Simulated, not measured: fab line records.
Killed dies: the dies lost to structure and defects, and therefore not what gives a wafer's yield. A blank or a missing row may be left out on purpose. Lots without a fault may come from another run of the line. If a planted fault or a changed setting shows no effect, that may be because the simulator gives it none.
fab line records	flow nand_harc
record: lots: 11	wafers: 33	last_day: 24
route steps=1159 shown P_ZERO_WELL@31 P_GATE@119
lots with no fault: from the same line, run without faults
start_h: the number of hours between the record's first day and the start of the first shown wafer of the lot	wait_h: how many hours have passed since the lot's step before this one	" unchanged from the row above	L1.1+2: one row covering several wafers at once	- no value, or no start was given	* or withheld: withheld	< > ~ a bound
route shown NAME@n: names a module that has steps shown in the file, with the first one's number in the route	usual: mean and standard deviation over wafers with no fault	same: alike in all rows	chamber/n: place in a boat	sites: per-site readings	_std_site: standard deviation of those values	_edge_site: inner sites' mean taken away from outer sites' mean	radius_mm: how far each site lies from the wafer's centre	mask NAME#n: copy n	behind: the last tool/chamber to shape the wafer	hold: why the lot was held/for how many hours/how that ended	device: which transistor (n, p or np) failed to switch	end of line: the route-end tests of the same wafers	step lacking rows: just its recipe	killed: not the wafer's yield, but the dies lost to structure and defects at the first sort	map: per-die view of a wafer (x killed, . not killed, _ where there is no die)
set.NAME: the setting that was run; set.NAME@STEP: the one run at that earlier step	model.NAME: the simulator's own value behind a step, which no gauge read
one table for each step of the route and one row for each wafer, over a sample of lots
services: a tool's chamber out of use, with start hour (start_h, from the record's first day; less than 0 if before it), hours out, and reason
== steps ==
step: NHARC_P_ZERO_WELL_DESCUM_26
recipe: time_s: 3	o2_flow_sccm: 200	ar_flow_sccm: 0	bias_power_w: 0	chemistry: O2
usual: drypump_motor_current_A: 5.9/0.38	oes_product_au: 0.998/0.0093	rf_vpp_V: 58.1/0.88	showerhead_plenum_p_Torr: 1.96/0.056	throttle_valve_pct: 11.310/0.01
lot.wafer	tool	chamber	start_h	wait_h	drypump_motor_current_A	oes_product_au	rf_hours_counter_h	rf_vpp_V	showerhead_plenum_p_Torr	throttle_valve_pct
L473.3	rie_diel-07	0	14.79	-	5.4	0.985	9.3	57.5	1.95	11.308
L473.1	"	1	"	"	5.2	0.985	8.7	58.3	2.06	11.279
L473.4	"	2	"	"	5.5	1.000	8.9	58.0	1.96	11.292
L474.2	rie_diel-01	1	21.14	-	6.1	1.013	3.3	59.0	2.05	11.323
L474.5	"	3	"	"	5.6	1.008	-	56.7	1.95	11.311
L474.6	"	0	"	"	6.1	1.004	-	57.2	1.82	11.312
L475.1	rie_diel-07	3	27.20	-	6.4	1.011	9.7	57.0	1.92	11.316
L475.2	"	2	"	"	5.6	0.997	9.8	59.5	1.96	11.302
L475.5	"	3	"	"	6.4	1.004	-	59.1	1.92	11.310
L476.1	rie_diel-11	0	32.64	-	6.0	0.996	1.1	59.7	1.98	11.296
L476.6	"	1	"	"	6.1	0.991	-	57.9	1.94	11.294
L476.5	"	2	"	"	6.5	0.993	-	57.8	1.91	11.327
L477.1	rie_diel-11	0	38.64	-	6.0	1.000	1.8	57.4	1.98	11.325
L477.4	"	2	"	"	6.5	0.990	1.1	57.6	1.91	11.318
L477.5	"	3	"	"	5.8	0.994	-	60.2	1.97	11.307
L478.3	rie_diel-07	0	44.74	-	5.4	0.991	11.0	56.5	1.95	11.296
L478.1	"	3	"	"	6.3	1.012	11.2	58.2	1.92	11.305
L478.5	"	0	"	"	5.4	0.999	-	58.0	1.95	11.302
L484.2	rie_diel-07	2	80.77	-	5.6	0.988	1.2	58.5	1.96	11.341
L484.3	"	3	"	"	6.3	0.988	1.6	59.1	1.92	11.304
L484.6	"	0	"	"	5.4	0.994	-	58.1	1.95	11.315
L485.2	rie_diel-11	3	86.63	-	5.8	1.001	4.2	59.1	1.97	11.324
L485.3	"	1	"	"	6.1	0.984	4.6	58.6	1.94	11.300
L485.4	"	2	"	"	6.6	1.002	3.4	57.7	1.91	11.308
L489.3	rie_diel-11	3	110.52	-	5.8	1.003	6.3	58.2	1.97	11.329
L489.1	"	0	"	"	6.0	1.002	7.0	58.0	1.98	11.315
L489.6	"	2	"	"	6.5	0.997	-	58.6	1.91	11.332
L492.1	rie_diel-11	1	128.74	-	6.1	0.993	7.8	59.7	1.94	11.302
L492.3	"	3	"	"	5.8	1.004	7.3	58.8	1.97	11.311
L492.5	"	2	"	"	6.5	0.998	-	56.6	1.91	11.296
L493.3	rie_diel-11	2	134.76	-	6.6	1.005	6.8	58.0	1.91	11.313
L493.4	"	0	"	"	6.0	0.982	8.5	59.7	1.98	11.319
L493.2	"	1	"	"	6.1	0.981	7.9	58.0	1.94	11.304
step: NHARC_P_ZERO_WELL_INSPECT_43
usual: raw_defect_count: 13/5.9
lot.wafer	tool	chamber	start_h	wait_h	raw_defect_count
L473.1	defect_inspect-01	-	19.63	0.6	14
L473.3	"	-	"	"	9
L473.4	"	-	"	"	5
L474.2	defect_inspect-01	-	25.94	0.5	10
L474.5	"	-	"	"	21
L474.6	"	-	"	"	5
L475.1	defect_inspect-01	-	32.13	0.6	19
L475.2	"	-	"	"	12
L475.5	"	-	"	"	10
L476.1	defect_inspect-01	-	37.40	0.6	9
L476.5	"	-	"	"	9
L476.6	"	-	"	"	6
L477.1	defect_inspect-01	-	43.83	0.6	7
L477.4	"	-	"	"	12
L477.5	"	-	"	"	15
L478.1	defect_inspect-02	-	49.48	0.6	9
L478.3	"	-	"	"	12
L478.5	"	-	"	"	12
L484.2	defect_inspect-01	-	85.70	0.5	12
L484.3	"	-	"	"	12
L484.6	"	-	"	"	14
L485.2	defect_inspect-01	-	91.57	0.5	12
L485.3	"	-	"	"	7
L485.4	"	-	"	"	15
L489.1	defect_inspect-02	-	115.42	0.6	15
L489.3	"	-	"	"	10
L489.6	"	-	"	"	20
L492.1	defect_inspect-02	-	133.45	0.6	4
L492.3	"	-	"	"	5
L492.5	"	-	"	"	11
L493.2	defect_inspect-01	-	139.77	0.5	9
L493.3	"	-	"	"	16
L493.4	"	-	"	"	4
step: NHARC_P_GATE_EXPOSE_08
recipe: na: 0.6	dose_mj: 16.75	mask_id: P_HV
usual: exposure_dose_mJ_cm2: 16.745/0.017
lot.wafer	tool	chamber	start_h	wait_h	mask	exposure_dose_mJ_cm2
L473.1	krf_scanner-01	0	75.82	-	P_HV#0	16.762
L473.3	"	0	"	"	P_HV#0	16.784
L473.4	"	0	"	"	P_HV#0	16.754
L475.1	krf_scanner-03	0	84.58	-	P_HV#0	16.744
L475.2	"	0	"	"	P_HV#0	16.737
L475.5	"	0	"	"	P_HV#0	16.730
L474.2	krf_scanner-02	0	84.74	-	P_HV#0	16.734
L474.5	"	0	"	"	P_HV#0	16.735
L474.6	"	0	"	"	P_HV#0	16.747
L476.1	krf_scanner-01	0	90.47	-	P_HV#0	16.781
L476.5	"	0	"	"	P_HV#0	16.761
L476.6	"	0	"	"	P_HV#0	16.780
L477.1	krf_scanner-03	0	101.02	-	P_HV#0	16.728
L477.4	"	0	"	"	P_HV#0	16.740
L477.5	"	0	"	"	P_HV#0	16.749
L478.1	krf_scanner-01	0	101.18	-	P_HV#0	16.753
L478.3	"	0	"	"	P_HV#0	16.735
L478.5	"	0	"	"	P_HV#0	16.745
L484.2	krf_scanner-01	0	136.59	-	P_HV#0	14.473
L484.3	"	0	"	"	P_HV#0	14.447
L484.6	"	0	"	"	P_HV#0	14.456
L485.2	krf_scanner-01	0	152.11	-	P_HV#0	14.454
L485.3	"	0	"	"	P_HV#0	14.479
L485.4	"	0	"	"	P_HV#0	14.458
L489.1	krf_scanner-02	0	169.01	-	P_HV#0	16.739
L489.3	"	0	"	"	P_HV#0	16.750
L489.6	"	0	"	"	P_HV#0	16.748
L492.1	krf_scanner-03	0	187.75	-	P_HV#0	16.723
L492.3	"	0	"	"	P_HV#0	16.725
L492.5	"	0	"	"	P_HV#0	16.720
L493.2	krf_scanner-03	0	194.37	-	P_HV#0	16.771
L493.3	"	0	"	"	P_HV#0	16.740
L493.4	"	0	"	"	P_HV#0	16.735
step: NHARC_P_GATE_ETCH_32
recipe: target_depth_a: 1500	over_etch_frac: 1	over_etch_ion_energy_ev: 40	time_s: 100.1	hbr_flow_sccm: 150	cl2_flow_sccm: 50	rf_w: 400	icp_w: 400	bias_w: 100	chemistry: HBr/Cl2
usual: bias_w: 100.0/0.33	drypump_motor_current_A: 5.8/0.47	oes_product_au: 0.999/0.011	throttle_valve_pct: 26.406/0.0087
lot.wafer	tool	chamber	start_h	wait_h	bias_w	drypump_motor_current_A	oes_product_au	rf_hours_counter_h	throttle_valve_pct
L473.1	rie_si-04	1	92.79	-	100.2	5.6	0.975	1.2	26.403
L473.4	"	2	"	"	99.3	5.8	1.004	1.4	26.385
L473.3	"	0	"	"	99.5	6.4	0.987	1.4	26.401
L475.2	rie_si-06	1	99.44	-	99.9	6.1	0.986	0.7	26.418
L475.1	"	3	"	"	100.1	6.4	0.986	0.9	26.404
L475.5	"	1	"	"	100.2	6.1	0.981	-	26.403
L474.2	rie_si-05	3	100.18	-	99.6	5.3	0.991	0.2	26.397
L474.6	"	3	"	"	99.8	5.3	0.988	-	26.408
L474.5	"	0	"	"	100.6	6.4	0.994	-	26.409
L476.1	rie_si-05	1	105.61	-	99.6	6.4	1.000	0.3	26.408
L476.5	"	3	"	"	99.8	5.3	1.003	-	26.401
L476.6	"	0	"	"	99.6	6.4	1.001	-	26.417
L477.1	rie_si-05	0	117.67	-	100.0	6.4	0.990	0.4	26.408
L477.4	"	3	"	"	99.8	5.3	1.000	-	26.384
L477.5	"	2	"	"	99.9	5.6	1.002	-	26.407
L478.1	rie_si-04	1	118.32	-	99.8	5.5	0.980	0.1	26.418
L478.3	"	3	"	"	100.0	6.5	0.992	0.1	26.403
L478.5	"	0	"	"	100.1	6.4	0.988	-	26.401
L484.3	rie_si-06	3	151.14	-	99.5	6.4	0.987	1.4	26.407
L484.2	"	0	"	"	99.7	5.3	0.998	1.3	26.414
L484.6	"	3	"	"	100.8	6.4	0.996	-	26.396
L485.4	rie_si-05	0	166.94	-	99.5	6.4	0.999	0.6	26.408
L485.3	"	1	"	"	99.5	6.4	1.004	0.6	26.406
L485.2	"	2	"	"	100.2	5.6	0.998	0.8	26.408
L489.3	rie_si-05	3	184.87	-	99.9	5.3	1.004	1.0	26.392
L489.1	"	0	"	"	100.2	6.4	1.001	0.9	26.412
L489.6	"	2	"	"	100.1	5.6	0.999	-	26.396
L492.1	rie_si-06	2	203.54	-	99.7	5.4	1.019	0.1	26.412
L492.3	"	1	"	"	99.6	6.1	0.996	0.1	26.407
L492.5	"	2	"	"	99.8	5.4	1.009	-	26.400
L493.2	rie_si-05	2	211.23	-	100.2	5.6	0.994	1.2	26.394
L493.4	"	0	"	"	100.4	6.4	1.000	1.1	26.403
L493.3	"	1	"	"	99.7	6.4	1.000	1.0	26.404
== services ==
tool	chamber	start_h	hours	kind
krf_scanner-03	-	-4.00	4.0	pm
rie_si-06	-	6.00	9.0	pm
rie_diel-07	1	7.81	5.5	repair
krf_scanner-01	-	10.11	1.1	repair
rie_si-04	-	14.14	0.2	repair
rie_diel-11	-	16.55	9.0	pm
krf_scanner-01	-	19.02	3.5	repair
krf_scanner-01	-	33.77	2.2	repair
krf_scanner-02	-	38.00	4.0	pm
rie_si-04	3	40.41	8.9	repair
rie_si-04	0	44.16	2.7	repair
rie_diel-07	-	46.53	1.2	repair
rie_diel-07	-	51.75	9.0	pm
rie_si-05	-	62.00	9.0	pm
krf_scanner-03	-	72.65	0.3	repair
rie_diel-11	2	80.05	3.4	repair
krf_scanner-01	-	84.00	4.0	pm
rie_diel-11	1	92.54	1.8	repair
rie_si-04	-	99.00	9.0	pm
rie_si-05	1	115.54	7.5	repair
krf_scanner-03	-	168.00	4.0	pm
rie_diel-11	2	177.87	12.9	repair
rie_si-06	-	183.00	9.0	pm
rie_diel-11	-	193.55	9.0	pm
== key ==
first_sign: step: NHARC_P_GATE_EXPOSE_08	reading: exposure_dose_mJ_cm2	direction: down	sigmas: 99+	usual: 16.745	struck: 14.461
effect none on later readings
met_at NHARC_P_GATE_EXPOSE_08
struck_lots L484,L485
tester_left_out L484,L485
not_acting_at NHARC_P_ZERO_WELL_DESCUM_26,NHARC_P_ZERO_WELL_INSPECT_43,NHARC_P_GATE_ETCH_32
onset_between 101.18 136.59
fault: kind: process_parameter_drift	tool: krf_scanner-01	chamber: -	onset_h: 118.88	steps: NHARC_P_GATE_EXPOSE_08	channel: dose_mj	offset: -2.2965	shape: step	acts_in: these_recipes_only	stated: 16.75
tester_left_out: of these lots the tester's yield and bins aren't shown, on N5 and GAA mostly nor the transistor test; their killed dies are dies lost to structure and defects alone, not to doping, threshold or leakage, so they don't give the yield
